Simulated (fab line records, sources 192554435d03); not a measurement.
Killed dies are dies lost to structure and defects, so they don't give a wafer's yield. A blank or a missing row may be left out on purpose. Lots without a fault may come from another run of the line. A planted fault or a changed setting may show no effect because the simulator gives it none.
Chamber matching | flow n5_finfet | N5_BEOL_M0_SAQP_ETCH_102 on rie_si-03: 4 sister chambers
The step etches SiO2 in CF4, target depth 4 nm, time 4.4 s. 4 wafers are shown with their chamber, then 7 later ones without.

WAFERS WITH THEIR CHAMBER
wafer  | chamber | throttle_valve_pct (%)
L078.4 | 2       | 21.69
L078.6 | 0       | 21.36
L083.3 | 1       | 21.43
L083.4 | 3       | 22.06

WAFERS WITHOUT THEIR CHAMBER
wafer  | throttle_valve_pct (%)
L083.5 | 21.44
L085.2 | 21.44
L085.4 | 22.06
L085.5 | 21.41
L089.2 | 21.41
L089.3 | 21.69
L089.6 | 21.70

WHICH CHAMBER EACH WENT THROUGH
wafer  | from the rows above | in truth
L083.5 | 1                   | 1
L085.2 | 1                   | 1
L085.4 | 3                   | 3
L085.5 | 1                   | 1
L089.2 | 1                   | 1
L089.3 | 2                   | 2
L089.6 | 2                   | 2
Placed correctly: 7 of 7. Can't be placed from these rows: 0. Placed wrongly: 0.
How it was worked out, from the rows above alone: a wafer's distance from a chamber is the root of the sum, over the readings, of the square of ((its reading less the chamber's mean) divided by the reading's scatter). The wafer belongs to the nearest chamber; if the next one is less than 2 further off, it can't be placed. A chamber's mean is the mean of its shown wafers. The scatter: with one shown wafer a chamber, the root of the mean of the squares of how far each hidden wafer lies from its nearest shown one.
